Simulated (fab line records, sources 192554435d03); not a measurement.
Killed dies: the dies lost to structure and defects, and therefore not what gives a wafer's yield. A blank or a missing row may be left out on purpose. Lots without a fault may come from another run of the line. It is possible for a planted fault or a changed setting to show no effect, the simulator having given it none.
Which tool was responsible? -- flow n5 finfet -- Sampling: 10 lots, 29 wafers, 5 of 1938 route steps

== WHAT THE GAUGES READ, wafer by wafer ==
N5_BEOL_M2_CD_MEAS_18: pitch 36 nm, target cd 18 nm.
lot,measured,on,cd nm (nm)
L800,day 6 21:20,cd sem-03,18.5 18.1
L802,day 6 23:19,cd sem-03,17.9 18.2 18.2
L804,day 7 08:11,cd sem-03,17.8 17.9 18.5
L806,day 8 01:38,cd sem-03,17.4 17.5 17.9
L810,day 8 22:45,cd sem-02,17.9 17.7 17.9
L812,day 9 10:43,cd sem-02,17.8 17.8 17.4
L819,day 11 07:32,cd sem-01,18.3 18.0 18.4
L820,day 11 12:57,cd sem-03,18.1 18.0 18.0
L822,day 11 20:10,cd sem-02,18.1 17.9 18.2
L823,day 12 06:39,cd sem-01,17.8 18.5 18.0

N5_BEOL_M4_RC_MEAS_101.
lot,measured,on,DIBL_N (mV/V),DIBL_P (mV/V),IOFF_N (nA/um),IOFF_P (nA/um),ION_N (uA/um),ION_P (uA/um),SS_N (mV/dec),SS_P (mV/dec),VT_N (mV),VT_P (mV)
L800,day 8 01:19,prober-01,35.5 33.6,35.9 32.9,0.16 0.12,0.24 0.20,683 668,470 464,71.8 71.4,73.5 73.0,248 254,-246 -248
L802,day 8 10:04,prober-01,37.3 33.9 34.0,35.9 31.8 30.5,0.17 0.12 0.12,0.20 0.15 0.14,686 675 663,466 462 451,71.5 70.2 71.4,74.4 72.8 72.5,247 250 251,-252 -253 -256
L804,day 9 01:20,prober-01,31.6 33.5 37.1,31.5 34.6 38.8,0.09 0.11 0.17,0.13 0.15 0.21,641 664 676,450 455 457,70.2 70.5 71.3,72.0 72.4 73.5,258 256 250,-260 -257 -254
L806,day 9 08:16,prober-02,35.9 36.2 34.6,34.8 35.7 33.4,0.14 0.15 0.13,0.15 0.16 0.14,653 671 675,442 450 454,72.2 72.3 71.5,73.3 73.6 72.5,250 251 252,-258 -258 -259
L810,day 10 10:39,prober-01,34.1 36.3 34.5,34.7 36.6 34.4,0.13 0.16 0.13,0.17 0.19 0.16,665 679 664,454 457 451,71.1 71.4 71.0,72.4 72.9 72.5,252 248 251,-252 -251 -254
L812,day 10 19:24,prober-02,36.7 39.1 36.3,37.8 40.6 37.5,0.17 0.20 0.16,0.21 0.27 0.22,673 675 666,458 466 463,71.7 71.5 71.2,73.6 74.3 73.8,248 245 247,-250 -247 -252
L819,day 12 17:44,prober-02,35.3 36.2 34.4,33.9 35.6 33.5,0.13 0.14 0.12,0.17 0.19 0.16,651 677 655,447 465 452,71.1 71.7 71.4,72.2 73.0 72.7,255 252 255,-254 -251 -252
L820,day 12 21:04,prober-02,34.2 32.8 36.7,33.5 31.1 37.7,0.12 0.10 0.16,0.15 0.13 0.21,660 657 677,455 450 460,70.2 71.3 71.0,72.6 72.6 73.4,254 257 249,-254 -257 -254
L822,day 13 22:55,prober-02,32.6 34.8 34.6,34.7 36.8 36.9,0.13 0.17 0.16,0.21 0.23 0.25,678 685 674,471 472 466,71.6 72.3 72.4,72.8 73.4 74.2,253 249 251,-248 -250 -248
L823,day 14 02:04,prober-02,34.9 38.4 34.8,33.1 38.7 33.7,0.13 0.20 0.13,0.17 0.25 0.17,681 688 690,462 463 465,71.8 72.1 70.8,73.0 73.7 72.6,251 245 250,-252 -249 -254

== EACH LOT AND THE TOOL THAT RAN IT (in order: tool; ch and the chambers of the sampled wafers; start) ==
lot,N5_BEOL_M1_CO_CAP_55,N5_BEOL_M2_HM_DEP_02,N5_BEOL_M2_ETCH_64
L800,"cvd co-02 ch 0,2, day 6 18:25","pvd sputter-03, day 6 19:34","rie diel-06 ch 1,2, day 6 20:40"
L802,"cvd co-02 ch 0,1,2, day 6 21:27","pvd sputter-03, day 6 22:20","rie diel-05 ch 0,1,3, day 6 22:58"
L804,"cvd co-01 ch 1,2, day 7 04:43","pvd sputter-03, day 7 07:14","rie diel-06 ch 0,2,3, day 7 07:50"
L806,"cvd co-02 ch 1,2, day 7 21:53","pvd sputter-02, day 8 00:13","rie diel-05 ch 2,3, day 8 00:59"
L810,"cvd co-01 ch 0,2, day 8 20:22","pvd sputter-03, day 8 21:35","rie diel-05 ch 0,2,3, day 8 22:19"
L812,"cvd co-01 ch 0,2, day 9 08:52","pvd sputter-01, day 9 09:46","rie diel-02 ch 0,2, day 9 10:22"
L819,"cvd co-02 ch 0,1,2, day 11 05:20","pvd sputter-02, day 11 06:26","rie diel-05 ch 1,2,3, day 11 07:10"
L820,"cvd co-01 ch 0,1,2, day 11 10:57","pvd sputter-03, day 11 12:00","rie diel-05 ch 0,3, day 11 12:35"
L822,"cvd co-01 ch 0,1,2, day 11 16:49","pvd sputter-01, day 11 19:08","rie diel-02 ch 0,1,2, day 11 19:48"
L823,"cvd co-01 ch 0,1, day 12 02:45","pvd sputter-02, day 12 04:55","rie diel-06 ch 1,2, day 12 06:16"
- N5_BEOL_M1_CO_CAP_55: material Co, precursor CCTBA/H2, target thk 2 nm, time 102.1 s.
- N5_BEOL_M2_HM_DEP_02: deposits TiN, target thk 20 nm.
- N5_BEOL_M2_ETCH_64: etches SOC in N2/H2, target depth 75 nm, overetch 22.5 nm, time 121.9 s.

== AS READ BY THE TOOLS THEMSELVES (means over the sampled wafers that have a number; for cases with no such wafer, the mark the record gives instead) ==
N5_BEOL_M1_CO_CAP_55.
lot,tool,heater power w (W)
L800,cvd co-02,217
L802,cvd co-02,243
L804,cvd co-01,207
L806,cvd co-02,270
L810,cvd co-01,208
L812,cvd co-01,207
L819,cvd co-02,245
L820,cvd co-01,234
L822,cvd co-01,235
L823,cvd co-01,264

N5_BEOL_M2_HM_DEP_02.
lot,tool,throttle valve pct (%)
L800,pvd sputter-03,30.0
L802,pvd sputter-03,30.1
L804,pvd sputter-03,30.7
L806,pvd sputter-02,31.1
L810,pvd sputter-03,30.5
L812,pvd sputter-01,29.8
L819,pvd sputter-02,29.4
L820,pvd sputter-03,30.5
L822,pvd sputter-01,30.5
L823,pvd sputter-02,29.7

N5_BEOL_M2_ETCH_64.
lot,tool,bias w (W),drypump motor current A (A),oes product au (a.u.),rf vpp V (V),showerhead plenum p Torr (Torr),throttle valve pct (%)
L800,rie diel-06,150.2,6.1,0.61,520.7,2.44,17.6
L802,rie diel-05,149.9,5.8,0.64,521.9,2.47,17.5
L804,rie diel-06,150.0,5.9,0.60,522.8,2.52,18.0
L806,rie diel-05,150.2,6.0,0.58,522.9,2.51,17.7
L810,rie diel-05,149.5,5.8,0.58,522.0,2.48,17.6
L812,rie diel-02,150.2,5.5,0.63,522.2,2.49,17.8
L819,rie diel-05,110.7,6.0,0.60,431.2,2.48,17.6
L820,rie diel-05,110.2,5.6,0.58,429.5,2.45,17.6
L822,rie diel-02,150.0,5.6,0.61,521.5,2.47,17.7
L823,rie diel-06,150.3,6.1,0.66,523.6,2.55,17.6

== THE ANSWER, worked out from the rows above alone ==
Rule: what is usual is taken from the lots themselves. Put in order of their means at a reading, lots are off if they are a third of the lots or fewer, leave a main group of 4 or more, and stand apart from it by a gap of 3 or more times the standard deviation of the main group's means; of several such gaps the widest counts. If all means in a main group match to the digits the tables above print for the reading, that group is not used. Also off: a lot with no number at a reading for which 4 or more lots have one. Any other lot the step has rows for is counted as sound. The gauges are gone through in route order, then the tools' own readings, and for those a lot's mean is taken as printed above. At the first step where some lot is off, the reading lying furthest off is the one used; lots without a number count as furthest.
Off: L819, L820 (N5_BEOL_M2_ETCH_64, bias w). For the main group the mean is 150.0 W and the standard deviation 0.24.
A tool fits if, at that step or a process step before it, it ran every lot that is off, and no sound lot after the first of them. One candidate fits, namely rie diel-05 at N5_BEOL_M2_ETCH_64. Its last sound lot is L810 (day 8 22:19), its first lot that is off L819 (day 11 07:10): a fault that began between those two fits.
The tool's own readings at N5_BEOL_M2_ETCH_64 bear it out: on the lots that are off they differ by more than 5 times the standard deviation of the sound lots' means. bias w reads 110.5 W there against 150.0 W on the sound lots; rf vpp V reads 430.4 V there against 522.2 V on the sound lots.

== WHAT THE SIMULATOR HAD INSERTED ==
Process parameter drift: rie diel-05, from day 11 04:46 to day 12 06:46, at N5_BEOL_M2_ETCH_64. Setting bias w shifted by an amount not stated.
Shown lots that were struck: L819, L820. This agrees with what the rule above found.
